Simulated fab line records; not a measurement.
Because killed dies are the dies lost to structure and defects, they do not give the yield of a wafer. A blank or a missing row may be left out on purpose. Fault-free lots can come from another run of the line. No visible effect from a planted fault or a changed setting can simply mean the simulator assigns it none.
Lot-split experiment ; flow n5 finfet ; 39 wafers read from 7 lots, route of 1938 steps

== SPLIT DETAILS ==
At N5_HKMG_FIN_ETCH_32 (etches SOC in N2/H2, target depth 240 nm, time 300 s), the setting bias w was moved away from the recipe's 150 W on 18 of the 39 wafers read, by -14.8% to +17.8%. For the rest of the wafers, this setting stayed at what the recipe calls for.

Reading taken at the split's own step.

== THE READING ==
rf vpp V, in V, at N5_HKMG_FIN_ETCH_32 (etches SOC in N2/H2, target depth 240 nm, time 300 s). A value of 524.9 V with a standard deviation of 2.6 V is what fault-free wafers of this fab line usually give.

wafer;tool, chamber at the split;bias w as run, W;against the recipe;rf vpp V, V;against lot-mates on the recipe
L079.1;rie diel-02, 3;150;recipe;525.3;-
L079.2;rie diel-02, 2;150;recipe;527.6;-
L079.3;rie diel-02, 1;150;recipe;527.9;-
L084.1;rie diel-01, 3;150;recipe;524.4;-
L084.2;rie diel-01, 2;132.1;-11.9%;482.5;-38.6
L084.3;rie diel-01, 1;132.1;-11.9%;488.4;-32.7
L084.4;rie diel-01, 0;150;recipe;518.7;-
L084.5;rie diel-01, 0;150;recipe;520.2;-
L084.6;rie diel-01, 3;132.1;-11.9%;484.0;-37.1
L085.1;rie diel-02, 3;150;recipe;523.2;-
L085.2;rie diel-02, 0;169.2;+12.8%;566.2;+40.9
L085.3;rie diel-02, 1;169.2;+12.8%;568.5;+43.2
L085.4;rie diel-02, 3;150;recipe;524.1;-
L085.5;rie diel-02, 0;169.2;+12.8%;566.5;+41.2
L085.6;rie diel-02, 1;150;recipe;528.5;-
L086.1;rie diel-01, 1;165.6;+10.4%;563.9;+40.5
L086.2;rie diel-01, 0;150;recipe;520.3;-
L086.3;rie diel-01, 2;165.6;+10.4%;558.2;+34.8
L086.4;rie diel-01, 3;150;recipe;525.4;-
L086.5;rie diel-01, 2;150;recipe;524.6;-
L086.6;rie diel-01, 3;165.6;+10.4%;558.2;+34.8
L087.1;rie diel-01, 1;150;recipe;528.6;-
L087.2;rie diel-01, 2;164.3;+9.5%;556.9;+32.3
L087.3;rie diel-01, 0;164.3;+9.5%;550.7;+26.1
L087.4;rie diel-01, 3;150;recipe;524.7;-
L087.5;rie diel-01, 1;164.3;+9.5%;560.2;+35.6
L087.6;rie diel-01, 0;150;recipe;520.5;-
L096.1;rie diel-02, 0;176.7;+17.8%;581.4;+56.7
L096.2;rie diel-02, 1;176.7;+17.8%;583.8;+59.1
L096.3;rie diel-02, 3;150;recipe;525.4;-
L096.4;rie diel-02, 2;176.7;+17.8%;586.0;+61.3
L096.5;rie diel-02, 3;150;recipe;523.1;-
L096.6;rie diel-02, 0;150;recipe;525.6;-
L097.1;rie diel-05, 3;127.8;-14.8%;473.9;-51.3
L097.2;rie diel-05, 0;150;recipe;522.7;-
L097.3;rie diel-05, 2;150;recipe;525.6;-
L097.4;rie diel-05, 1;150;recipe;527.4;-
L097.5;rie diel-05, 2;127.8;-14.8%;475.6;-49.6
L097.6;rie diel-05, 3;127.8;-14.8%;472.8;-52.4

THE FIT
A straight line over all 39 wafers: rf vpp V changes by +3.35 V for each +1% of bias w; r = +1.00; the points scatter about the line by 2.7 V.
The same after taking each lot's own level away (the mean of its wafers on the recipe; 39 wafers): +3.31 V for each +1%; r = +1.00; scatter 2.7 V.
On that fit, the largest move of bias w shifts the reading by 59 V.
From 521.10 to 526.93 V: that is the span of the lots' own levels, equal to 2.2 times the standard deviation above.
The two slopes are in agreement: the lot-to-lot level therefore moves the slope only a little.
Check: for one of the wafers moved furthest among these (+17.8%), held out of the fit, the line's prediction against its lot-mates is +59.5 V. It came out at +56.7 V against them.
Tool readings at the split's step, against how far the setting was moved: rf vpp V r = +1.00.

== ADDITIONAL SPLITS CARRIED BY THESE WAFERS ==
Before the reading, these wafers also passed through other splits. Each is held against what the fit with the lots' levels taken away leaves over:
other split on the same wafers;wafers away from the commonest value;r with rf vpp V (lot level and that fit taken away)
N5_HKMG_FIN_ETCH_54 source w;15;+0.23

== THE FILE'S OWN FIT ==
rf vpp V changes by +3.32 V for each +1% of bias w, r = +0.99.
